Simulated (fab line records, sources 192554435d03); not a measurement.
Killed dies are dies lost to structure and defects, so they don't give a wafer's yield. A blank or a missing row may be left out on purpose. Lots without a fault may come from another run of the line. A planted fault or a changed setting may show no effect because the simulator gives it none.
fab line records | flow n5_finfet
record lots=7 wafers=39
route steps=1938 shown PASSIVATION@1916
start_h: hours from the record's first day to the start of the lot's first wafer shown | wait_h: hours since the lot's step before | " the same as in the row above | L1.1+2: a row that stands for several wafers | - no value, or no start given | * or withheld: withheld | < > ~ a bound
route shown NAME@n: a module of which the file shows steps, and the number in the route of the first | usual: mean/standard deviation of fault-free wafers | same: alike in all rows | chamber/n: place in a boat | sites: the reading at each site | _std_site: their standard deviation | _edge_site: outer sites' mean less inner sites' | radius_mm: how far each site lies from the wafer's centre | mask NAME#n: copy n | behind: the tool/chamber that last shaped the wafer | hold: why the lot was held/for how many hours/how that ended | device: the transistor (n, p or np) that didn't switch | end of line: the same wafers' tests at the end of the route | a step without rows: its recipe alone | killed: dies lost to structure and defects at the first sort, not the wafer's yield | map: a wafer's dies, x killed, . not, _ none there
set.NAME: the setting as run; set.NAME@STEP: as run at that earlier step | model.NAME: the simulator's own value behind a step, which no gauge read
lots whose settings were changed on purpose; a table a step, a row a wafer
## steps
# step N5_PASSIVATION_PECVD_35
# recipe material=SiNx target_thk_a=7000 temp_c=400 precursor=SiH4/NH3/N2 pressure_torr=4.9 rf_w=1406 time_s=151.3
# columns lot.wafer tool chamber start_h wait_h set.time_s model.SiNx_of_PASSIVATION_PECVD_35.thk_nm
L079.1 pecvd-02 1 316.39 0.1 220.5 999
L079.2 " 2 " " 151.3 688.2
L079.3 " 0 " " 151.3 694.8
L079.4 " 2 " " 220.5 1015
L079.5 " 1 " " 151.3 680
L079.6 " 0 " " 220.5 1033
L078.1 pecvd-02 2 350.19 0.1 151.3 703.4
L078.2 " 1 " " 228.4 1055
L078.3 " 0 " " 151.3 713.4
L078.4 " 0 " " 228.4 1073
L078.5 " 1 " " 151.3 710.6
L078.6 " 2 " " 228.4 1081
L086.1 pecvd-04 0 365.58 0.1 236.8 1083
L086.2 " 1 " " 151.3 682.8
L086.3 " 2 " " 236.8 1076
L086.4 " 2 " " 151.3 688.6
L086.5 " 1 " " 236.8 1077
L086.6 " 0 " " 151.3 691.2
L087.1 pecvd-01 2 391.87 0.1 86.27 398.6
L087.2 " 1 " " 86.27 402.8
L087.3 " 0 " " 151.3 700
L087.4 " 1 " " 151.3 715.4
L087.5 " 2 " " 86.27 411.2
L087.6 " 0 " " 151.3 706.2
L090.1 pecvd-02 0 392.87 0.1 151.3 701.6
L090.2 " 1 " " 151.3 683.6
L090.4 " 1 " " 151.3 695.8
L094.1 pecvd-04 0 404.89 0.1 174.1 799
L094.2 " 1 " " 151.3 687.2
L094.3 " 2 " " 151.3 690.6
L094.4 " 1 " " 151.3 690.4
L094.5 " 0 " " 174.1 813.2
L094.6 " 2 " " 174.1 810.6
L093.1 pecvd-01 1 411.06 0.1 151.3 691.4
L093.2 " 2 " " 110.5 499.2
L093.3 " 0 " " 110.5 509.8
L093.4 " 0 " " 110.5 507.2
L093.5 " 1 " " 151.3 698
L093.6 " 2 " " 151.3 701
# step N5_PASSIVATION_HMDS_37
# recipe time_s=60 temp_c=120
# step N5_PASSIVATION_COAT_38
# recipe spin_rpm=3000 resist_thk_nm=withheld
# step N5_PASSIVATION_SRD_72
# recipe dry=ipa_marangoni time_s=30 temp_c=23 rinse_liquid=diw
# step N5_PASSIVATION_ANNEAL_56
# recipe temp_c=400 time_s=1800 ambient=FGA idle_temp_c=300 ramp_up_c_per_min=5 ramp_down_c_per_min=3
# step N5_PASSIVATION_PROBE_49
# usual killed_at_M0_to_M3=35/11 killed_at_M4_up=14/5.4 killed_at_contacts=13/6 killed_at_front_end=38/11 killed_at_other=3.4/2.6 killed_dies=104/19 killed_open=68/13 killed_short=34/8.5
# same gross_dies=1180 killed_at_back_side=0
# columns lot.wafer tool chamber start_h wait_h set.time_s@PASSIVATION_PECVD_35 killed_at_M0_to_M3 killed_at_M4_up killed_at_contacts killed_at_front_end killed_at_other killed_dies killed_open killed_short
L079.1 prober-01 - 321.35 0.0 220.5 50 17 15 42 1056 1180 85 36
L079.2 prober-01 - 321.40 0.1 151.3 20 17 10 58 5 110 69 28
L079.3 prober-01 - 321.45 0.1 151.3 42 17 9 38 0 106 74 28
L079.4 prober-01 - 321.50 0.2 220.5 41 23 16 49 1051 1180 90 44
L079.5 prober-01 - 321.55 0.2 151.3 38 21 7 46 4 116 80 31
L079.6 prober-01 - 321.60 0.3 220.5 39 15 13 28 1085 1180 77 22
L078.1 prober-01 - 353.79 0.0 151.3 28 21 11 35 4 99 63 32
L078.2 prober-01 - 353.84 0.1 228.4 24 18 12 26 1100 1180 57 27
L078.3 prober-01 - 353.89 0.1 151.3 29 17 15 26 8 95 66 24
L078.4 prober-01 - 353.94 0.2 228.4 27 13 13 24 1103 1180 52 26
L078.5 prober-01 - 353.99 0.2 151.3 14 15 14 31 2 76 50 25
L078.6 prober-01 - 354.04 0.3 228.4 41 15 16 44 1064 1180 73 44
L086.1 prober-01 - 369.99 0.0 236.8 49 8 5 45 1073 1180 75 41
L086.2 prober-01 - 370.04 0.1 151.3 47 42 7 37 6 139 75 25
L086.3 prober-01 - 370.09 0.1 236.8 38 9 10 64 1059 1180 84 41
L086.4 prober-01 - 370.14 0.2 151.3 34 28 3 40 1 106 67 33
L086.5 prober-01 - 370.19 0.2 236.8 21 13 7 36 1103 1180 57 32
L086.6 prober-01 - 370.24 0.3 151.3 32 25 4 33 9 103 58 37
L087.1 prober-01 - 395.56 0.0 86.27 26 65 15 25 4 135 56 19
L087.2 prober-01 - 395.61 0.1 86.27 21 11 8 40 5 85 44 39
L087.3 prober-01 - 395.66 0.1 151.3 45 6 20 36 6 113 75 34
L087.4 prober-01 - 395.71 0.2 151.3 32 66 17 21 1 137 51 27
L087.5 prober-01 - 395.76 0.2 86.27 44 69 9 29 6 157 68 31
L087.6 prober-01 - 395.81 0.3 151.3 37 9 13 25 9 93 57 33
L090.1 prober-01 - 396.43 0.0 151.3 40 13 21 67 2 143 89 51
L090.2 prober-01 - 396.48 0.1 151.3 44 17 4 51 1 117 81 35
L090.4 prober-01 - 396.58 0.2 151.3 32 15 16 42 3 108 78 28
L094.1 prober-01 - 408.97 0.0 174.1 37 20 17 62 1035 1171 88 29
L094.2 prober-01 - 409.02 0.1 151.3 31 22 20 67 0 140 94 43
L094.3 prober-01 - 409.07 0.1 151.3 45 14 29 40 2 130 82 43
L094.4 prober-01 - 409.12 0.2 151.3 37 15 16 40 1 109 70 37
L094.5 prober-01 - 409.17 0.2 174.1 21 25 22 85 1024 1177 104 35
L094.6 prober-01 - 409.22 0.3 174.1 59 32 19 32 1032 1174 89 40
L093.1 prober-01 - 414.89 0.0 151.3 28 164 12 60 6 270 83 38
L093.2 prober-01 - 414.94 0.1 110.5 34 25 10 62 4 135 88 39
L093.3 prober-01 - 414.99 0.1 110.5 43 168 13 53 1 278 81 46
L093.4 prober-01 - 415.04 0.2 110.5 43 77 5 54 2 181 95 41
L093.5 prober-01 - 415.09 0.2 151.3 57 215 9 68 8 357 93 68
L093.6 prober-01 - 415.14 0.3 151.3 34 244 11 41 5 335 77 35
# killed by level:class
L079.1 PASSIVATION:area_pecvd=1053 BEOL_M2:geometric_particle:open=14 MOL_CONTACT_COAG:geometric_particle:open=11 FIN_SAQP:geometric_particle:open=8 BEOL_M1:geometric_particle:open=8 BEOL_M4:geometric_particle:open=7 BEOL_M0_SAQP:geometric_particle:open=6 STI_FIN_REVEAL:geometric_particle:open=6
L079.2 FIN_SAQP:geometric_particle:short=13 FIN_SAQP:geometric_particle:open=10 HKMG_FIN:area_etch=10 MOL_CONTACT_COAG:geometric_particle:open=9 BEOL_M4:geometric_particle:open=8 STI_FIN_REVEAL:geometric_particle:open=7 DUMMY_GATE:geometric_particle:open=7 BEOL_M1:geometric_particle:open=4
L079.3 BEOL_M0_SAQP:geometric_particle:open=10 STI_FIN_REVEAL:geometric_particle:open=8 FIN_SAQP:geometric_particle:open=7 MOL_CONTACT_COAG:geometric_particle:open=7 BEOL_M0_SAQP:geometric_particle:short=7 BEOL_M2:geometric_particle:open=7 BEOL_M0:geometric_particle:open=7 BEOL_M4:geometric_particle:open=7
L079.4 PASSIVATION:area_pecvd=1046 MOL_CONTACT_COAG:geometric_particle:open=14 STI_FIN_REVEAL:geometric_particle:open=13 BEOL_M4:geometric_particle:open=13 BEOL_M2:geometric_particle:open=11 FIN_SAQP:geometric_particle:open=10 BEOL_M1:geometric_particle:open=10 FIN_SAQP:geometric_particle:short=9
L079.5 STI_FIN_REVEAL:geometric_particle:open=12 BEOL_M4:geometric_particle:open=10 BEOL_M1:geometric_particle:open=9 MOL_CONTACT_COAG:geometric_particle:open=7 BEOL_M3:geometric_particle:open=6 FIN_SAQP:geometric_particle:open=5 BEOL_M0_SAQP:geometric_particle:open=5 BEOL_M2:geometric_particle:open=5
L079.6 PASSIVATION:area_pecvd=1081 MOL_CONTACT_COAG:geometric_particle:open=12 STI_FIN_REVEAL:geometric_particle:open=11 BEOL_M4:geometric_particle:open=11 BEOL_M2:geometric_particle:open=9 BEOL_M0_SAQP:geometric_particle:short=9 DUMMY_GATE:geometric_particle:open=7 FIN_SAQP:geometric_particle:open=5
L078.1 FIN_SAQP:geometric_particle:short=9 BEOL_M0_SAQP:geometric_particle:open=9 MOL_CONTACT_COAG:geometric_particle:open=8 STI_FIN_REVEAL:geometric_particle:open=7 BEOL_M4:geometric_particle:open=7 FIN_SAQP:geometric_particle:open=6 BEOL_M0_SAQP:geometric_particle:short=6 GATE_CUT:geometric_particle:open=6
L078.2 PASSIVATION:area_pecvd=1096 BEOL_M0_SAQP:geometric_particle:open=13 BEOL_M4:geometric_particle:open=11 MOL_CONTACT_COAG:geometric_particle:open=10 BEOL_M0_SAQP:geometric_particle:short=8 FIN_SAQP:geometric_particle:short=5 FIN_SAQP:geometric_particle:open=4 STI_FIN_REVEAL:geometric_particle:open=4
L078.3 MOL_CONTACT_COAG:geometric_particle:open=13 FIN_SAQP:geometric_particle:open=9 BEOL_M0_SAQP:geometric_particle:open=9 BEOL_M0_SAQP:geometric_particle:short=9 BEOL_M4:geometric_particle:open=6 BEOL_M2:geometric_particle:open=5 BEOL_M9:area_ecd=5 FIN_SAQP:geometric_particle:short=4
L078.4 PASSIVATION:area_pecvd=1102 BEOL_M0_SAQP:geometric_particle:open=13 MOL_CONTACT_COAG:geometric_particle:open=12 BEOL_M0_SAQP:geometric_particle:short=7 BEOL_M4:geometric_particle:open=6 FIN_SAQP:geometric_particle:short=4 STI_FIN_REVEAL:geometric_particle:open=4 GATE_CUT:geometric_particle:short=4
L078.5 MOL_CONTACT_COAG:geometric_particle:open=13 FIN_SAQP:geometric_particle:short=10 GATE_CUT:geometric_particle:open=7 BEOL_M4:geometric_particle:open=7 BEOL_M0_SAQP:geometric_particle:open=4 BEOL_M1:geometric_particle:open=4 STARTING-WAFER:geometric_particle:short=4 FIN_CUT:geometric_particle:open=3
L078.6 PASSIVATION:area_pecvd=1063 BEOL_M0_SAQP:geometric_particle:open=14 MOL_CONTACT_COAG:geometric_particle:open=14 BEOL_M0_SAQP:geometric_particle:short=12 FIN_SAQP:geometric_particle:short=7 BEOL_M1:geometric_particle:open=7 FIN_SAQP:geometric_particle:open=6 BEOL_M4:geometric_particle:open=6
L086.1 PASSIVATION:area_pecvd=1062 BEOL_M0_SAQP:geometric_particle:open=17 STI_FIN_REVEAL:geometric_particle:open=16 BEOL_M2:geometric_particle:open=14 FIN_SAQP:geometric_particle:short=12 BEOL_M0_SAQP:geometric_particle:short=7 BEOL_M2:geometric_particle:short=4 BEOL_M4:geometric_particle:open=4
L086.2 BEOL_M5:area_etch=30 BEOL_M2:geometric_particle:open=21 STI_FIN_REVEAL:geometric_particle:open=10 HKMG_FIN:area_etch=9 STI_FIN_REVEAL:geometric_particle:short=6 MOL_CONTACT_COAG:geometric_particle:open=6 BEOL_M0_SAQP:geometric_particle:short=5 BEOL_M3:geometric_particle:open=5
L086.3 PASSIVATION:area_pecvd=1054 FIN_SAQP:geometric_particle:open=27 FIN_SAQP:geometric_particle:short=14 BEOL_M2:geometric_particle:open=14 BEOL_M1:geometric_particle:open=7 GATE_CUT:geometric_particle:open=6 MOL_CONTACT_COAG:geometric_particle:short=6 BEOL_M0_SAQP:geometric_particle:short=6
L086.4 BEOL_M4:geometric_particle:open=22 BEOL_M2:geometric_particle:open=9 GATE_CUT:geometric_particle:short=8 BEOL_M0_SAQP:geometric_particle:short=8 STI_FIN_REVEAL:geometric_particle:open=6 BEOL_M0_SAQP:geometric_particle:open=6 GATE_CUT:geometric_particle:open=5 HKMG_FIN:area_etch=5
L086.5 PASSIVATION:area_pecvd=1089 STI_FIN_REVEAL:geometric_particle:open=8 BEOL_M0_SAQP:geometric_particle:open=7 FIN_SAQP:geometric_particle:short=6 MOL_CONTACT_COAG:geometric_particle:open=6 BEOL_M0_SAQP:geometric_particle:short=5 FIN_SAQP:geometric_particle:open=4 MIM_TOP_ETCH:geometric_particle:short=4
L086.6 BEOL_M1:geometric_particle:open=9 BEOL_M4:geometric_particle:open=9 FIN_SAQP:geometric_particle:open=8 BEOL_M5:area_etch=8 BEOL_M2:geometric_particle:open=7 STI_FIN_REVEAL:geometric_particle:open=6 BEOL_M0_SAQP:geometric_particle:short=5 BEOL_M2:geometric_particle:short=5
L087.1 BEOL_M14:area_ecd=60 MOL_CONTACT_COAG:geometric_particle:open=13 BEOL_M2:geometric_particle:open=7 DUMMY_GATE:geometric_particle:open=5 FIN_SAQP:geometric_particle:open=4 STI_FIN_REVEAL:geometric_particle:open=4 BEOL_M1:geometric_particle:open=4 BEOL_M0:geometric_particle:open=4
L087.2 BEOL_M0_SAQP:geometric_particle:open=8 FIN_SAQP:geometric_particle:open=7 BEOL_M0_SAQP:geometric_particle:short=7 ILD0:geometric_particle:short=6 GATE_CUT:geometric_particle:short=4 MOL_CONTACT_COAG:geometric_particle:open=4 MOL_CONTACT_COAG:geometric_particle:short=4 BEOL_M7:geometric_particle:open=4
L087.3 MOL_CONTACT_COAG:geometric_particle:open=19 BEOL_M2:geometric_particle:open=9 STI_FIN_REVEAL:geometric_particle:open=8 BEOL_M0_SAQP:geometric_particle:open=8 BEOL_M1:geometric_particle:open=6 BEOL_M2:geometric_particle:short=6 FIN_SAQP:geometric_particle:short=5 ILD0:geometric_particle:short=5
L087.4 BEOL_M14:area_ecd=54 MOL_CONTACT_COAG:geometric_particle:open=14 BEOL_M2:geometric_particle:open=7 BEOL_M3:geometric_particle:open=7 BEOL_M0_SAQP:geometric_particle:short=6 FIN_SAQP:geometric_particle:short=5 BEOL_M0_SAQP:geometric_particle:open=5 DUMMY_GATE:geometric_particle:open=4
L087.5 BEOL_M14:area_ecd=54 STI_FIN_REVEAL:geometric_particle:open=9 BEOL_M0_SAQP:geometric_particle:short=9 BEOL_M0_SAQP:geometric_particle:open=9 MOL_CONTACT_COAG:geometric_particle:open=7 BEOL_M3:geometric_particle:open=6 DUMMY_GATE:geometric_particle:open=5 BEOL_M1:geometric_particle:open=5
L087.6 MOL_CONTACT_COAG:geometric_particle:open=10 BEOL_M3:geometric_particle:open=9 BEOL_M1:geometric_particle:open=8 BEOL_M2:geometric_particle:short=6 BEOL_M2:geometric_particle:open=6 FIN_SAQP:geometric_particle:short=4 GATE_CUT:geometric_particle:short=4 FIN_SAQP:geometric_particle:open=3
L090.1 FIN_SAQP:geometric_particle:open=19 BEOL_M0_SAQP:geometric_particle:open=15 FIN_SAQP:geometric_particle:short=14 MOL_CONTACT_COAG:geometric_particle:open=13 GATE_CUT:geometric_particle:short=9 MOL_CONTACT_COAG:geometric_particle:short=8 BEOL_M4:geometric_particle:open=7 BEOL_M3:geometric_particle:open=7
L090.2 FIN_SAQP:geometric_particle:open=18 BEOL_M2:geometric_particle:open=15 STI_FIN_REVEAL:geometric_particle:open=9 FIN_SAQP:geometric_particle:short=7 BEOL_M0_SAQP:geometric_particle:open=7 BEOL_M0_SAQP:geometric_particle:short=6 BEOL_M4:geometric_particle:open=5 BEOL_M0:geometric_particle:short=5
L090.4 FIN_SAQP:geometric_particle:open=13 MOL_CONTACT_COAG:geometric_particle:open=13 BEOL_M0_SAQP:geometric_particle:open=11 STI_FIN_REVEAL:geometric_particle:open=10 BEOL_M0_SAQP:geometric_particle:short=7 FIN_SAQP:geometric_particle:short=6 BEOL_M2:geometric_particle:open=6 BEOL_M4:geometric_particle:open=5
L094.1 PASSIVATION:area_pecvd=1034 FIN_SAQP:geometric_particle:open=17 HKMG_FIN:area_etch=14 MOL_CONTACT_COAG:geometric_particle:open=13 STI_FIN_REVEAL:geometric_particle:open=11 BEOL_M3:geometric_particle:open=11 FIN_SAQP:geometric_particle:short=8 BEOL_M1:geometric_particle:open=7
L094.2 STI_FIN_REVEAL:geometric_particle:open=20 MOL_CONTACT_COAG:geometric_particle:open=16 FIN_SAQP:geometric_particle:short=14 BEOL_M4:geometric_particle:open=14 BEOL_M3:geometric_particle:open=9 FIN_SAQP:geometric_particle:open=8 STI_FIN_REVEAL:geometric_particle:short=5 BEOL_M0_SAQP:geometric_particle:short=5
L094.3 MOL_CONTACT_COAG:geometric_particle:open=19 FIN_SAQP:geometric_particle:open=14 BEOL_M0_SAQP:geometric_particle:open=12 MOL_CONTACT_COAG:geometric_particle:short=10 BEOL_M2:geometric_particle:open=8 BEOL_M3:geometric_particle:short=8 BEOL_M3:geometric_particle:open=8 FIN_SAQP:geometric_particle:short=7
L094.4 MOL_CONTACT_COAG:geometric_particle:open=15 BEOL_M3:geometric_particle:open=13 BEOL_M0_SAQP:geometric_particle:open=9 BEOL_M0_SAQP:geometric_particle:short=9 FIN_SAQP:geometric_particle:short=8 FIN_SAQP:geometric_particle:open=7 STI_FIN_REVEAL:geometric_particle:open=6 STI_FIN_REVEAL:geometric_particle:short=4
L094.5 PASSIVATION:area_pecvd=1024 STI_FIN_REVEAL:geometric_particle:open=27 FIN_SAQP:geometric_particle:open=20 MOL_CONTACT_COAG:geometric_particle:open=20 HKMG_FIN:area_etch=14 BEOL_M4:geometric_particle:open=9 BEOL_M4:geometric_particle:short=9 FIN_SAQP:geometric_particle:short=8
L094.6 PASSIVATION:area_pecvd=1031 MOL_CONTACT_COAG:geometric_particle:open=16 BEOL_M3:geometric_particle:open=16 BEOL_M4:geometric_particle:open=14 BEOL_M0_SAQP:geometric_particle:short=12 BEOL_M14:area_ecd=12 FIN_SAQP:geometric_particle:open=8 BEOL_M2:geometric_particle:open=8
L093.1 BEOL_M9:area_etch=93 BEOL_M12:interface_void_opened=41 BEOL_M4:geometric_particle:open=16 HKMG_FIN:area_etch=15 STI_FIN_REVEAL:geometric_particle:open=10 BEOL_M1:geometric_particle:open=9 FIN_SAQP:geometric_particle:open=8 MOL_CONTACT_COAG:geometric_particle:open=8
L093.2 FIN_SAQP:geometric_particle:open=16 FIN_SAQP:geometric_particle:short=12 MOL_CONTACT_COAG:geometric_particle:open=10 BEOL_M0_SAQP:geometric_particle:open=10 BEOL_M0_SAQP:geometric_particle:short=9 BEOL_M4:geometric_particle:open=9 HKMG_FIN:area_etch=8 STI_FIN_REVEAL:geometric_particle:open=7
L093.3 BEOL_M14:area_ecd=151 BEOL_M0_SAQP:geometric_particle:open=19 STI_FIN_REVEAL:geometric_particle:open=14 FIN_SAQP:geometric_particle:short=12 BEOL_M0_SAQP:geometric_particle:short=12 MOL_CONTACT_COAG:geometric_particle:open=10 BEOL_M4:geometric_particle:open=8 FIN_SAQP:geometric_particle:open=7
L093.4 BEOL_M12:interface_void_opened=45 BEOL_M4:geometric_particle:open=17 BEOL_M0_SAQP:geometric_particle:short=15 FIN_SAQP:geometric_particle:open=14 FIN_SAQP:geometric_particle:short=13 STI_FIN_REVEAL:geometric_particle:open=9 BEOL_M2:geometric_particle:open=8 BEOL_M0_SAQP:geometric_particle:open=8
L093.5 BEOL_M14:area_ecd=190 BEOL_M0_SAQP:geometric_particle:short=23 FIN_SAQP:geometric_particle:open=17 FIN_SAQP:geometric_particle:short=14 BEOL_M0_SAQP:geometric_particle:open=13 BEOL_M4:geometric_particle:open=11 STI_FIN_REVEAL:geometric_particle:open=10 BEOL_M0:geometric_particle:open=9
L093.6 BEOL_M14:area_ecd=178 BEOL_M12:interface_void_opened=45 MOL_CONTACT_COAG:geometric_particle:open=11 FIN_SAQP:geometric_particle:short=10 BEOL_M4:geometric_particle:open=10 FIN_SAQP:geometric_particle:open=7 BEOL_M0_SAQP:geometric_particle:open=7 STI_FIN_REVEAL:geometric_particle:open=6
## key
split step=N5_PASSIVATION_PECVD_35 setting=time_s stated=151.3 by=wafer
response step=N5_PASSIVATION_PECVD_35 reading=model.SiNx_of_PASSIVATION_PECVD_35.thk_nm change=+7.06 per=1% r=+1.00
response step=N5_PASSIVATION_PROBE_49 reading=killed_at_other shape=bent at_lowest=5 at_stated=4.0 at_highest=1078.3
response step=N5_PASSIVATION_PROBE_49 reading=killed_dies shape=bent at_lowest=126 at_stated=143 at_highest=1180
